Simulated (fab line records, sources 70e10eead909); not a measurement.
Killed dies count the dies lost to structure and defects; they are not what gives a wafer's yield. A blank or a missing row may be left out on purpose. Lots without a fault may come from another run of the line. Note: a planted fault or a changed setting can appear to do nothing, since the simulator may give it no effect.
fab line records | flow nand-harc
record lots=14 wafers=42 last-day=34
route steps=1302 shown A_SGD_CUT@901 A_SLIT@928 END@1302
lots with no fault: from the same line, run without faults
start-h: start of the lot's first displayed wafer, in hours after the record's first day | wait-h: hours from the lot's prior step to this one | " as in the row above | L1.1+2: one row covering several wafers at once | - either no value or no given start | * or withheld: withheld | < > ~ a bound
route shown NAME@n: names a module that has steps shown in the file, with the first one's number in the route | usual: mean/standard deviation taken from wafers without a fault | same: alike in all rows | chamber/n: place in a boat | sites: per-site readings | _std_site: the standard deviation of these | _edge_site: outer sites' mean less inner sites' | radius-mm: how far each site lies from the wafer's centre | mask NAME#n: copy n | behind: the last tool/chamber to shape the wafer | hold: what put the lot on hold/how long, in hours/how the hold closed | device: transistor that didn't switch, given as n, p or np | end of line: the route-end tests of the same wafers | a step without rows: its recipe alone | killed: at the first sort, the dies lost to defects and structure; wafer yield is something else | map: dies across one wafer; x = killed, . = not, _ = none there
set.NAME: the setting as run; set.NAME@STEP: as run at that earlier step | model.NAME: the simulator's own value behind a step, which no gauge read
steps of the route over a sample of lots; a table a step, a row a wafer
services: from which hour (start-h, from the record's first day; less than 0 if before it) a tool's chamber was out of use, for how many hours, and why
## steps
# step NHARC_A_SGD_CUT_CD_MEAS_09
# recipe target-cd-nm=100 landing-energy-ev=500
# usual cd-nm=100.0/0.66
# columns lot.wafer tool chamber start-h wait-h cd-nm
L816.1 cd-sem-01 0 446.49 - 98.6
L816.3 " 0 " " 99.4
L816.4 " 0 " " 100.9
L815.1 cd-sem-03 0 446.81 - 100.0
L815.3 " 0 " " 99.4
L815.5 " 0 " " 98.5
L817.1 cd-sem-02 0 461.10 - 99.9
L817.4 " 0 " " 99.2
L817.6 " 0 " " 98.8
L819.3 cd-sem-01 0 467.54 - 98.8
L819.4 " 0 " " 99.5
L819.6 " 0 " " 100.1
L820.1 cd-sem-02 0 476.19 - 100.6
L820.4 " 0 " " 100.3
L820.5 " 0 " " 99.9
L818.3 cd-sem-02 0 476.49 - 99.8
L818.5 " 0 " " 99.8
L818.6 " 0 " " 100.6
L821.2 cd-sem-01 0 496.67 - 99.3
L821.4 " 0 " " 100.2
L821.6 " 0 " " 99.3
L822.3 cd-sem-03 0 508.80 - 99.7
L822.4 " 0 " " 100.7
L822.5 " 0 " " 101.0
L827.2 cd-sem-01 0 555.75 - 99.0
L827.5 " 0 " " 100.3
L827.6 " 0 " " 99.3
L830.3 cd-sem-03 0 582.85 - 99.7
L830.4 " 0 " " 99.6
L830.5 " 0 " " 100.5
L831.2 cd-sem-01 0 602.61 - 100.7
L831.3 " 0 " " 100.9
L831.6 " 0 " " 100.1
L837.1 cd-sem-03 0 652.76 - 99.8
L837.4 " 0 " " 100.2
L837.5 " 0 " " 99.6
L836.2 cd-sem-01 0 653.15 - 100.4
L836.4 " 0 " " 100.7
L836.5 " 0 " " 100.3
L838.1 cd-sem-03 0 674.90 - 99.5
L838.3 " 0 " " 100.1
L838.5 " 0 " " 100.2
# step NHARC_A_SGD_CUT_OVL_MEAS_10
# usual overlay-x-nm=-0.3/0.77 overlay-y-nm=0.0/0.91
# columns lot.wafer tool chamber start-h wait-h overlay-x-nm overlay-y-nm
L816.1 overlay-02 - 446.58 - -0.7 -0.7
L816.3 " - " " -0.4 -0.3
L816.4 " - " " -0.7 -0.4
L815.1 overlay-02 - 446.90 - -1.1 -0.4
L815.3 " - " " -1.3 0.2
L815.5 " - " " -0.9 0.3
L817.1 overlay-01 - 461.19 - -0.7 1.4
L817.4 " - " " -0.3 1.9
L817.6 " - " " -0.9 1.0
L819.3 overlay-02 - 467.63 - -0.7 1.2
L819.4 " - " " -0.9 1.0
L819.6 " - " " -0.6 0.9
L820.1 overlay-01 - 476.28 - -1.7 -0.6
L820.4 " - " " -1.6 -0.2
L820.5 " - " " -1.6 -0.9
L818.3 overlay-01 - 476.57 - -0.6 0.7
L818.5 " - " " -0.5 0.5
L818.6 " - " " -0.7 0.3
L821.2 overlay-01 - 496.75 - 0.6 0.3
L821.4 " - " " 0.7 -0.5
L821.6 " - " " 1.2 -0.6
L822.3 overlay-02 - 508.89 - -0.8 -0.2
L822.4 " - " " -1.1 0.2
L822.5 " - " " -1.1 0.3
L827.2 overlay-01 - 555.83 - 1.0 -0.8
L827.5 " - " " 0.7 -0.6
L827.6 " - " " 0.6 -0.8
L830.3 overlay-02 - 582.93 - 0.4 0.5
L830.4 " - " " 0.3 0.4
L830.5 " - " " 0.6 0.0
L831.2 overlay-01 - 602.69 - 0.7 -0.6
L831.3 " - " " 0.3 -0.6
L831.6 " - " " 1.1 -1.1
L837.1 overlay-01 - 652.85 - 0.5 0.8
L837.4 " - " " 0.7 0.6
L837.5 " - " " 0.9 1.0
L836.2 overlay-02 - 653.24 - -0.5 0.0
L836.4 " - " " -1.0 0.0
L836.5 " - " " -1.4 0.1
L838.1 overlay-02 - 674.99 - -0.3 0.7
L838.3 " - " " -0.3 0.2
L838.5 " - " " -0.4 0.3
# step NHARC_A_SGD_CUT_CMP_21
# recipe target-thk-nm=148.19
# usual motor-current-A=11.9/1 slurry-flow-ml-min=150.0/0.46 time-to-endpoint-s=50.8/2.9
# columns lot.wafer tool chamber start-h wait-h motor-current-A slurry-flow-ml-min time-to-endpoint-s
L815.3 cmp-01 1 453.79 0.4 14.2 149.9 45.5
L815.1 " 3 " " 11.4 150.1 53.7
L815.5 " 1 " " 14.7 149.7 47.7
L816.1 cmp-03 0 453.79 0.4 10.8 149.4 50.6
L816.3 " 1 " " 12.0 150.2 46.5
L816.4 " 2 " " 13.1 150.1 53.4
L817.1 cmp-03 3 467.21 0.4 12.5 149.5 53.1
L817.4 " 1 " " 11.7 150.6 51.4
L817.6 " 3 " " 12.7 150.0 52.2
L819.3 cmp-02 3 473.68 0.4 10.4 149.8 49.7
L819.4 " 1 " " 11.6 149.9 47.0
L819.6 " 3 " " 10.5 149.9 50.5
L820.1 cmp-03 0 482.28 0.4 10.4 150.0 54.6
L820.4 " 2 " " 12.5 150.1 53.0
L820.5 " 0 " " 11.1 149.6 51.1
L818.3 cmp-02 1 482.33 0.4 11.6 150.9 47.9
L818.5 " 2 " " 11.7 149.4 52.1
L818.6 " 3 " " 10.5 150.0 43.9
L821.2 cmp-01 3 503.56 0.4 11.6 149.8 53.7
L821.4 " 1 " " 14.0 149.4 48.3
L821.6 " 0 " " 11.5 149.1 52.2
L822.4 cmp-02 3 514.79 0.4 10.7 150.5 46.5
L822.3 " 0 " " 13.4 150.3 45.2
L822.5 " 3 " " 10.8 150.6 50.2
L827.2 cmp-02 0 561.73 0.4 12.4 149.5 50.2
L827.6 " 3 " " 10.5 150.2 51.5
L827.5 " 0 " " 12.3 150.1 51.0
L830.3 cmp-01 0 589.04 0.4 11.2 149.7 51.0
L830.4 " 1 " " 14.3 149.0 47.9
L830.5 " 0 " " 10.8 150.1 54.8
L831.2 cmp-03 1 608.47 0.4 11.7 150.5 47.2
L831.3 " 2 " " 12.5 149.1 52.5
L831.6 " 1 " " 11.4 150.1 45.0
L836.4 cmp-01 1 658.98 0.4 13.9 150.5 52.0
L836.2 " 3 " " 11.5 149.8 53.6
L836.5 " 2 " " 10.5 149.8 53.1
L837.4 cmp-02 3 659.00 0.4 10.7 150.0 46.8
L837.1 " 0 " " 12.2 150.0 48.3
L837.5 " 2 " " 13.0 149.4 53.7
L838.3 cmp-03 0 681.70 0.4 11.2 150.0 50.7
L838.1 " 2 " " 13.0 150.1 53.7
L838.5 " 0 " " 11.0 149.7 52.2
# step NHARC_A_SLIT_SOFTBAKE_04
# recipe temp-c=105 time-s=55
# usual heater-power-total-W=188.43/0.13
# same time-s=55
# columns lot.wafer tool chamber start-h wait-h heater-power-total-W
L815.1 litho-track-04 0 459 - 188.68
L815.3 " 0 " " 188.37
L815.5 " 0 " " 188.64
L816.1 litho-track-01 0 460 - 188.51
L816.3 " 0 " " 188.41
L816.4 " 0 " " 188.39
L817.1 litho-track-01 0 472 - 188.44
L817.4 " 0 " " 188.70
L817.6 " 0 " " 188.37
L819.3 litho-track-06 0 478 - 188.37
L819.4 " 0 " " 188.29
L819.6 " 0 " " 188.36
L820.1 litho-track-04 0 487 - 188.30
L820.4 " 0 " " 188.47
L820.5 " 0 " " 188.76
L818.3 litho-track-06 0 487 - 188.42
L818.5 " 0 " " 188.62
L818.6 " 0 " " 188.49
L821.2 litho-track-04 0 508 - 188.37
L821.4 " 0 " " 188.30
L821.6 " 0 " " 188.63
L822.3 litho-track-06 0 520 - 188.32
L822.4 " 0 " " 188.35
L822.5 " 0 " " 188.41
L827.2 litho-track-01 0 568 - 188.43
L827.5 " 0 " " 188.46
L827.6 " 0 " " 188.24
L830.3 litho-track-06 0 596 - 173.19
L830.4 " 0 " " 173.11
L830.5 " 0 " " 173.17
L831.2 litho-track-06 0 617 - 173.22
L831.3 " 0 " " 173.22
L831.6 " 0 " " 173.15
L836.2 litho-track-04 0 664 - 188.34
L836.4 " 0 " " 188.77
L836.5 " 0 " " 188.50
L837.1 litho-track-01 0 664 - 188.49
L837.4 " 0 " " 188.33
L837.5 " 0 " " 188.40
L838.1 litho-track-06 0 688 - 188.38
L838.3 " 0 " " 188.40
L838.5 " 0 " " 188.49
# step NHARC_END_SORT_01
# recipe temp-c=25
# usual killed-at-array=56/19 killed-at-other=1.0/1.3 killed-at-periphery=3.8/2.2 killed-dies=61/19 killed-open=3.1/1.9 killed-short=2.3/1.5
# same gross-dies=677
# columns lot.wafer tool chamber start-h wait-h killed-at-array killed-at-other killed-at-periphery killed-dies killed-open killed-short
L815.1 prober-02 0 572.63 2.5 49 0 2 51 2 4
L815.3 prober-02 0 574.21 3.1 40 1 6 47 5 4
L815.5 prober-02 0 575.79 3.7 44 0 4 48 2 1
L816.1 prober-01 0 572.64 2.5 67 1 2 70 2 2
L816.3 prober-01 0 574.25 3.1 65 4 2 71 4 0
L816.4 prober-01 0 575.06 3.4 60 2 3 65 4 6
L817.1 prober-02 0 585.54 2.5 32 3 6 41 8 5
L817.4 prober-02 0 587.93 3.4 19 0 10 29 2 4
L817.6 prober-02 0 589.52 4.0 25 0 7 32 6 1
L819.3 prober-02 0 594.94 3.1 88 0 2 90 3 4
L819.4 prober-02 0 595.74 3.4 73 3 0 76 2 5
L819.6 prober-02 0 597.32 4.0 74 0 6 80 5 2
L820.1 prober-01 0 600.59 2.5 43 0 4 47 3 1
L820.4 prober-01 0 602.96 3.4 49 4 5 58 3 3
L820.5 prober-01 0 603.75 3.7 45 0 3 48 1 2
L818.3 prober-02 0 602.71 3.1 57 0 5 62 4 1
L818.5 prober-02 0 604.30 3.7 43 0 2 45 2 3
L818.6 prober-02 0 605.09 4.0 45 0 6 51 2 1
L821.2 prober-01 0 624.20 2.8 66 0 1 67 6 2
L821.4 prober-01 0 625.81 3.4 79 1 3 83 5 1
L821.6 prober-01 0 627.43 4.0 72 1 0 73 2 3
L822.3 prober-02 0 634.41 3.1 76 0 5 81 2 2
L822.4 prober-02 0 635.21 3.4 79 0 6 85 0 4
L822.5 prober-02 0 636.01 3.7 79 1 7 87 2 2
L827.2 prober-01 0 681.76 2.8 24 1 3 28 2 3
L827.5 prober-01 0 684.19 3.7 23 1 4 28 2 2
L827.6 prober-01 0 685.00 4.0 15 0 4 19 4 2
L830.3 prober-02 0 713.28 3.1 55 0 1 56 3 3
L830.4 prober-02 0 714.09 3.4 50 0 2 52 4 3
L830.5 prober-02 0 714.90 3.7 45 1 2 48 3 2
L831.2 prober-02 0 735.81 2.8 75 0 5 80 1 3
L831.3 prober-02 0 736.61 3.1 80 0 4 84 5 3
L831.6 prober-02 0 739.03 4.0 69 0 7 76 6 0
L837.1 prober-01 0 771.99 2.5 45 2 4 51 2 5
L837.4 prober-01 0 774.39 3.4 45 3 5 53 3 3
L837.5 prober-01 0 775.19 3.7 50 2 1 53 2 3
L836.2 prober-02 0 773.31 2.8 52 1 0 53 2 2
L836.4 prober-02 0 774.90 3.4 78 0 1 79 9 2
L836.5 prober-02 0 775.70 3.7 48 1 6 55 2 1
L838.1 prober-02 0 803.74 2.5 70 0 2 72 1 0
L838.3 prober-02 0 805.33 3.1 73 1 3 77 3 5
L838.5 prober-02 0 806.93 3.7 84 3 1 88 5 3
# killed by level:class
L815.1 A_CHANNEL_HOLE_D2:chamber-film-flake=35 A_WL_FILL:geometric-particle:short=3 A_STAIRCASE:chamber-film-flake=3 A_M0:chamber-film-flake=3 P_M0:geometric-particle:short=1 A_ONON_D1:geometric-particle:open=1 A_CHANNEL_FILL_D1:geometric-particle:open=1 P_GATE:chamber-film-flake=1
L816.1 A_SLIT:chamber-film-flake=30 A_CHANNEL_HOLE_D2:chamber-film-flake=13 A_STAIRCASE:chamber-film-flake=9 A_CHANNEL_HOLE_D1:chamber-film-flake=3 A_CONTACT:unspecified=3 P_GATE:chamber-film-flake=2 A_CONTACT:chamber-film-flake=2 A_SOURCE_PLATE:geometric-particle:open=1
L815.3 A_CHANNEL_HOLE_D2:chamber-film-flake=24 P_GATE:chamber-film-flake=3 A_STAIRCASE:chamber-film-flake=2 A_SGD_CUT:chamber-film-flake=2 A_WL_FILL:chamber-film-flake=2 A_CONTACT:chamber-film-flake=2 P_GATE:geometric-particle:open=1 P_CONTACT:geometric-particle:open=1
L816.3 A_SLIT:chamber-film-flake=29 A_STAIRCASE:chamber-film-flake=10 A_CHANNEL_HOLE_D2:chamber-film-flake=8 A_CHANNEL_FILL_D2:chamber-film-flake=4 THIN_TSV:chamber-film-flake=4 A_ZERO_WELL:chamber-film-flake=3 A_CONTACT:chamber-film-flake=3 A_CONTACT:unspecified=3
L816.4 A_SLIT:chamber-film-flake=30 A_CHANNEL_HOLE_D2:chamber-film-flake=7 A_STAIRCASE:chamber-film-flake=7 A_CONTACT:chamber-film-flake=3 A_DECK1_JOINT:geometric-particle:short=2 A_WL_FILL:geometric-particle:short=2 A_ZERO_WELL:chamber-film-flake=2 A_CONTACT:unspecified=2
L815.5 A_CHANNEL_HOLE_D2:chamber-film-flake=29 A_CONTACT:chamber-film-flake=3 A_CHANNEL_FILL_D1:geometric-particle:open=2 P_GATE:chamber-film-flake=2 A_DECK1_JOINT:chamber-film-flake=2 A_WL_FILL:chamber-film-flake=2 A_SGD_CUT:geometric-particle:short=1 P_STI:chamber-film-flake=1
L817.1 A_CHANNEL_HOLE_D2:chamber-film-flake=11 A_STAIRCASE:chamber-film-flake=6 A_CHANNEL_FILL_D1:geometric-particle:open=2 A_CONTACT:chamber-film-flake=2 THIN_TSV:chamber-film-flake=2 P_CONTACT:geometric-particle:open=1 P_M0:geometric-particle:open=1 P_M1:geometric-particle:short=1
L817.4 P_GATE:chamber-film-flake=7 A_WL_FILL:chamber-film-flake=5 A_CHANNEL_HOLE_D2:chamber-film-flake=3 A_CONTACT:chamber-film-flake=3 A_CHANNEL_FILL_D1:geometric-particle:short=2 P_GATE:geometric-particle:open=1 P_CONTACT:geometric-particle:open=1 A_CHANNEL_FILL_D2:geometric-particle:short=1
L817.6 A_CHANNEL_HOLE_D2:chamber-film-flake=10 P_GATE:chamber-film-flake=4 A_CONTACT:chamber-film-flake=4 A_STAIRCASE:chamber-film-flake=3 P_GATE:geometric-particle:open=1 P_M0:geometric-particle:open=1 A_SOURCE_PLATE:geometric-particle:open=1 A_DECK1_JOINT:geometric-particle:short=1
L819.3 A_CHANNEL_HOLE_D1:chamber-film-flake=37 A_SLIT:chamber-film-flake=26 A_CHANNEL_HOLE_D2:chamber-film-flake=12 A_STAIRCASE:chamber-film-flake=3 A_M0:geometric-particle:short=2 A_WL_FILL:chamber-film-flake=2 P_GATE:geometric-particle:open=1 A_ONON_D1:geometric-particle:short=1
L819.4 A_CHANNEL_HOLE_D1:chamber-film-flake=30 A_SLIT:chamber-film-flake=24 A_CHANNEL_HOLE_D2:chamber-film-flake=7 THIN_TSV:chamber-film-flake=3 A_WL_FILL:geometric-particle:short=2 A_ZERO_WELL:chamber-film-flake=2 A_ONON_D1:geometric-particle:short=1 A_DECK1_JOINT:geometric-particle:open=1
L819.6 A_CHANNEL_HOLE_D1:chamber-film-flake=34 A_SLIT:chamber-film-flake=26 A_CHANNEL_HOLE_D2:chamber-film-flake=6 P_STI:chamber-film-flake=2 P_GATE:geometric-particle:open=1 P_M0:geometric-particle:open=1 P_M2:geometric-particle:open=1 A_CHANNEL_FILL_D1:geometric-particle:short=1
L820.1 A_CHANNEL_HOLE_D2:chamber-film-flake=31 A_CHANNEL_HOLE_D1:chamber-film-flake=5 A_CONTACT:chamber-film-flake=2 P_M2:geometric-particle:open=1 A_ONON_D2:geometric-particle:open=1 A_CHANNEL_FILL_D2:geometric-particle:open=1 A_M0:geometric-particle:short=1 P_ZERO_WELL:chamber-film-flake=1
L818.3 A_SLIT:chamber-film-flake=30 A_CHANNEL_HOLE_D2:chamber-film-flake=10 A_CONTACT:chamber-film-flake=10 P_GATE:chamber-film-flake=4 A_CHANNEL_HOLE_D1:geometric-particle:open=1 A_CHANNEL_FILL_D2:geometric-particle:open=1 A_WL_FILL:geometric-particle:short=1 A_CONTACT:geometric-particle:open=1
L820.4 A_CHANNEL_HOLE_D2:chamber-film-flake=34 THIN_TSV:chamber-film-flake=4 P_M2:chamber-film-flake=3 A_CHANNEL_FILL_D2:chamber-film-flake=3 A_CONTACT:chamber-film-flake=3 A_CHANNEL_HOLE_D1:chamber-film-flake=2 P_M0:geometric-particle:open=1 A_CHANNEL_FILL_D1:geometric-particle:short=1
L820.5 A_CHANNEL_HOLE_D2:chamber-film-flake=33 P_M2:chamber-film-flake=2 A_ZERO_WELL:chamber-film-flake=2 A_CHANNEL_HOLE_D1:chamber-film-flake=2 A_DECK1_JOINT:chamber-film-flake=2 A_CONTACT:chamber-film-flake=2 P_STI:geometric-particle:short=1 A_CHANNEL_FILL_D1:geometric-particle:open=1
L818.5 A_SLIT:chamber-film-flake=21 A_CHANNEL_HOLE_D2:chamber-film-flake=10 A_CONTACT:chamber-film-flake=3 P_GATE:chamber-film-flake=2 A_CHANNEL_HOLE_D1:chamber-film-flake=2 A_ONON_D1:geometric-particle:open=1 A_ONON_D1:geometric-particle:short=1 A_CONTACT:geometric-particle:short=1
L818.6 A_SLIT:chamber-film-flake=22 A_CHANNEL_HOLE_D1:chamber-film-flake=5 A_CHANNEL_HOLE_D2:chamber-film-flake=5 A_CONTACT:chamber-film-flake=5 P_CONTACT:chamber-film-flake=2 P_M1:chamber-film-flake=2 A_STAIRCASE:chamber-film-flake=2 A_M1:chamber-film-flake=2
L821.2 A_CHANNEL_HOLE_D1:chamber-film-flake=22 A_CHANNEL_HOLE_D2:chamber-film-flake=20 A_CONTACT:chamber-film-flake=13 A_DECK1_JOINT:geometric-particle:open=2 A_CHANNEL_FILL_D1:chamber-film-flake=2 P_CONTACT:geometric-particle:open=1 A_CHANNEL_HOLE_D1:geometric-particle:short=1 A_ONON_D2:geometric-particle:open=1
L821.4 A_CHANNEL_HOLE_D1:chamber-film-flake=31 A_CHANNEL_HOLE_D2:chamber-film-flake=30 A_CONTACT:chamber-film-flake=8 A_CHANNEL_FILL_D1:chamber-film-flake=2 A_CHANNEL_FILL_D2:chamber-film-flake=2 P_GATE:geometric-particle:open=1 P_CONTACT:geometric-particle:open=1 P_M1:geometric-particle:open=1
L821.6 A_CHANNEL_HOLE_D2:chamber-film-flake=31 A_CHANNEL_HOLE_D1:chamber-film-flake=21 A_CONTACT:chamber-film-flake=8 A_CHANNEL_FILL_D1:chamber-film-flake=3 A_ONON_D1:geometric-particle:open=1 A_CHANNEL_FILL_D1:geometric-particle:short=1 A_CHANNEL_FILL_D2:geometric-particle:short=1 A_CONTACT:geometric-particle:open=1
L822.3 A_SLIT:chamber-film-flake=28 A_CHANNEL_HOLE_D2:chamber-film-flake=26 A_CHANNEL_HOLE_D1:chamber-film-flake=6 P_M0:chamber-film-flake=4 A_CONTACT:chamber-film-flake=3 A_WL_FILL:chamber-film-flake=3 A_CHANNEL_FILL_D1:chamber-film-flake=2 A_CHANNEL_FILL_D2:chamber-film-flake=2
L822.4 A_CHANNEL_HOLE_D2:chamber-film-flake=30 A_SLIT:chamber-film-flake=23 P_M0:chamber-film-flake=5 A_WL_FILL:chamber-film-flake=5 A_CHANNEL_HOLE_D1:chamber-film-flake=4 A_CHANNEL_FILL_D2:chamber-film-flake=4 A_M1:chamber-film-flake=4 A_CONTACT:chamber-film-flake=3
L822.5 A_CHANNEL_HOLE_D2:chamber-film-flake=30 A_SLIT:chamber-film-flake=26 A_CONTACT:chamber-film-flake=8 A_CHANNEL_HOLE_D1:chamber-film-flake=7 P_M0:chamber-film-flake=4 A_M1:chamber-film-flake=3 A_WL_FILL:chamber-film-flake=2 P_STI:geometric-particle:short=1
L827.2 A_CHANNEL_HOLE_D1:chamber-film-flake=7 P_CONTACT:chamber-film-flake=3 A_STAIRCASE:chamber-film-flake=3 A_SLIT:chamber-film-flake=3 A_WL_FILL:chamber-film-flake=2 A_CONTACT:chamber-film-flake=2 A_CHANNEL_FILL_D1:geometric-particle:open=1 A_CHANNEL_FILL_D1:geometric-particle:short=1
L827.5 A_CHANNEL_HOLE_D1:chamber-film-flake=11 A_BLC:chamber-film-flake=4 P_CONTACT:chamber-film-flake=3 A_WL_FILL:chamber-film-flake=2 A_CONTACT:chamber-film-flake=2 P_CONTACT:geometric-particle:short=1 A_SOURCE_PLATE:geometric-particle:open=1 A_ONON_D1:geometric-particle:short=1
L827.6 A_CHANNEL_HOLE_D1:chamber-film-flake=6 P_STI:chamber-film-flake=2 A_STAIRCASE:chamber-film-flake=2 P_GATE:geometric-particle:open=1 P_M2:geometric-particle:open=1 A_DECK1_JOINT:geometric-particle:short=1 A_CONTACT:geometric-particle:open=1 A_BLC:geometric-particle:short=1
L830.3 A_SLIT:chamber-film-flake=27 A_CHANNEL_HOLE_D1:chamber-film-flake=8 A_CONTACT:chamber-film-flake=6 A_STAIRCASE:chamber-film-flake=4 A_BONDPAD:chamber-film-flake=2 A_SOURCE_PLATE:geometric-particle:open=1 A_CHANNEL_FILL_D1:geometric-particle:open=1 A_DECK1_JOINT:geometric-particle:short=1
L830.4 A_SLIT:chamber-film-flake=29 A_CHANNEL_HOLE_D1:chamber-film-flake=8 A_CONTACT:chamber-film-flake=5 A_BLC:geometric-particle:open=2 A_STAIRCASE:chamber-film-flake=2 P_CONTACT:geometric-particle:short=1 A_DECK1_JOINT:geometric-particle:open=1 A_CHANNEL_HOLE_D2:geometric-particle:open=1
L830.5 A_SLIT:chamber-film-flake=31 A_CONTACT:chamber-film-flake=5 A_CHANNEL_HOLE_D1:chamber-film-flake=3 A_STAIRCASE:chamber-film-flake=3 A_CHANNEL_FILL_D2:geometric-particle:short=2 P_CONTACT:geometric-particle:open=1 A_M1:geometric-particle:open=1 STARTING-WAFER:geometric-particle:open=1
L831.2 A_CHANNEL_HOLE_D1:chamber-film-flake=30 A_SLIT:chamber-film-flake=26 A_STAIRCASE:chamber-film-flake=7 A_CONTACT:chamber-film-flake=5 P_BONDPAD:chamber-film-flake=3 P_CONTACT:geometric-particle:open=1 A_ONON_D2:geometric-particle:short=1 A_CHANNEL_FILL_D2:geometric-particle:short=1
L831.3 A_CHANNEL_HOLE_D1:chamber-film-flake=33 A_SLIT:chamber-film-flake=29 A_STAIRCASE:chamber-film-flake=5 P_GATE:chamber-film-flake=3 A_CONTACT:chamber-film-flake=3 A_ONON_D1:geometric-particle:open=1 A_ONON_D1:geometric-particle:short=1 A_ONON_D2:geometric-particle:short=1
L831.6 A_SLIT:chamber-film-flake=31 A_CHANNEL_HOLE_D1:chamber-film-flake=29 A_CONTACT:chamber-film-flake=4 P_GATE:geometric-particle:open=2 P_M0:geometric-particle:open=2 A_CHANNEL_FILL_D2:chamber-film-flake=2 P_CONTACT:geometric-particle:open=1 A_M0:geometric-particle:open=1
L837.1 A_CHANNEL_HOLE_D2:chamber-film-flake=26 A_SLIT:chamber-film-flake=7 A_CONTACT:chamber-film-flake=6 A_WL_FILL:geometric-particle:short=2 THIN_TSV:chamber-film-flake=2 P_CONTACT:geometric-particle:open=1 P_M1:geometric-particle:short=1 A_CHANNEL_FILL_D1:geometric-particle:open=1
L836.2 A_SLIT:chamber-film-flake=23 A_CHANNEL_HOLE_D1:chamber-film-flake=13 A_CONTACT:chamber-film-flake=5 A_CHANNEL_FILL_D1:chamber-film-flake=3 A_SOURCE_PLATE:geometric-particle:open=1 A_DECK1_JOINT:geometric-particle:open=1 A_SGD_CUT:geometric-particle:short=1 A_BLC:geometric-particle:short=1
L837.4 A_CHANNEL_HOLE_D2:chamber-film-flake=24 A_SLIT:chamber-film-flake=10 P_ZERO_WELL:chamber-film-flake=3 THIN_TSV:chamber-film-flake=3 A_CHANNEL_FILL_D2:chamber-film-flake=2 A_CONTACT:chamber-film-flake=2 P_M0:geometric-particle:open=1 A_ONON_D1:geometric-particle:short=1
L836.4 A_SLIT:chamber-film-flake=35 A_CHANNEL_HOLE_D1:chamber-film-flake=22 A_CONTACT:chamber-film-flake=4 A_M0:geometric-particle:open=2 A_ZERO_WELL:chamber-film-flake=2 A_ONON_D1:geometric-particle:open=1 A_CHANNEL_FILL_D1:geometric-particle:short=1 A_ONON_D2:geometric-particle:open=1
L837.5 A_CHANNEL_HOLE_D2:chamber-film-flake=33 A_SLIT:chamber-film-flake=9 THIN_TSV:chamber-film-flake=2 A_ONON_D1:geometric-particle:short=1 A_DECK1_JOINT:geometric-particle:short=1 A_CHANNEL_HOLE_D2:geometric-particle:open=1 A_WL_FILL:geometric-particle:short=1 A_M1:geometric-particle:open=1
L836.5 A_SLIT:chamber-film-flake=28 A_CHANNEL_HOLE_D1:chamber-film-flake=10 A_CONTACT:chamber-film-flake=6 P_ZERO_WELL:chamber-film-flake=3 A_CHANNEL_FILL_D1:geometric-particle:short=1 A_ONON_D2:geometric-particle:open=1 A_SGD_CUT:geometric-particle:open=1 P_STI:chamber-film-flake=1
L838.1 A_CHANNEL_HOLE_D2:chamber-film-flake=29 A_SLIT:chamber-film-flake=14 A_CHANNEL_HOLE_D1:chamber-film-flake=12 A_CONTACT:chamber-film-flake=8 A_STAIRCASE:chamber-film-flake=3 A_CONTACT:geometric-particle:open=1 P_GATE:chamber-film-flake=1 P_M2:chamber-film-flake=1
L838.3 A_CHANNEL_HOLE_D2:chamber-film-flake=28 A_CONTACT:chamber-film-flake=14 A_CHANNEL_HOLE_D1:chamber-film-flake=11 A_SLIT:chamber-film-flake=7 A_CHANNEL_FILL_D2:chamber-film-flake=2 A_STAIRCASE:chamber-film-flake=2 P_GATE:geometric-particle:short=1 P_M0:geometric-particle:open=1
L838.5 A_CHANNEL_HOLE_D2:chamber-film-flake=40 A_CHANNEL_HOLE_D1:chamber-film-flake=16 A_CONTACT:chamber-film-flake=11 A_SLIT:chamber-film-flake=9 THIN_TSV:chamber-film-flake=3 A_ONON_D2:geometric-particle:open=2 A_M0:geometric-particle:open=2 P_M0:geometric-particle:open=1
## services
# columns tool chamber start-h hours kind
cmp-02 - 432.63 - consumable-replace:conditioner
cmp-02 - 451.87 6.1 repair
cmp-01 - 457.19 2.1 repair
cmp-01 - 479.56 4.0 pm
cmp-03 - 492.13 4.0 pm
litho-track-01 - 505.00 7.0 pm
cmp-03 - 508.54 12.7 repair
cmp-01 - 524.49 0.8 repair
cmp-02 - 526.63 4.0 pm
litho-track-06 - 529.00 7.0 pm
litho-track-04 - 553.00 7.0 pm
cmp-01 - 577.56 4.0 pm
cmp-03 - 590.13 4.0 pm
cmp-03 - 601.53 1.5 repair
cmp-03 - 621.92 1.1 repair
cmp-02 - 624.63 4.0 pm
cmp-03 - 628.73 0.5 repair
cmp-03 - 635.24 3.2 repair
cmp-03 - 639.10 1.8 repair
cmp-01 - 656.76 1.3 repair
cmp-01 - 671.89 1.0 repair
cmp-01 - 675.58 4.0 pm
litho-track-01 - 680.00 7.0 pm
cmp-03 - 688.13 4.0 pm
## key
first-sign step=NHARC_A_SLIT_SOFTBAKE_04 reading=heater-power-total-W direction=down sigmas=99+ usual=* struck=*
effect none on later readings
met-at NHARC_A_SLIT_SOFTBAKE_04
struck-lots L830,L831
tester-left-out L830,L831
not-acting-at NHARC_A_SGD_CUT_CD_MEAS_09,NHARC_A_SGD_CUT_OVL_MEAS_10,NHARC_A_SGD_CUT_CMP_21
onset-between 520 596
fault kind=process-parameter-drift tool=litho-track-06 chamber=- onset-h=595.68 steps=NHARC_A_SLIT_SOFTBAKE_04 channel=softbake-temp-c offset=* shape=step end-h=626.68 acts-in=* stated=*
# tester-left-out: of these lots the tester's yield and bins aren't shown, on N5 and GAA mostly nor the transistor test; their killed dies are dies lost to structure and defects alone, not to doping, threshold or leakage, so they don't give the yield
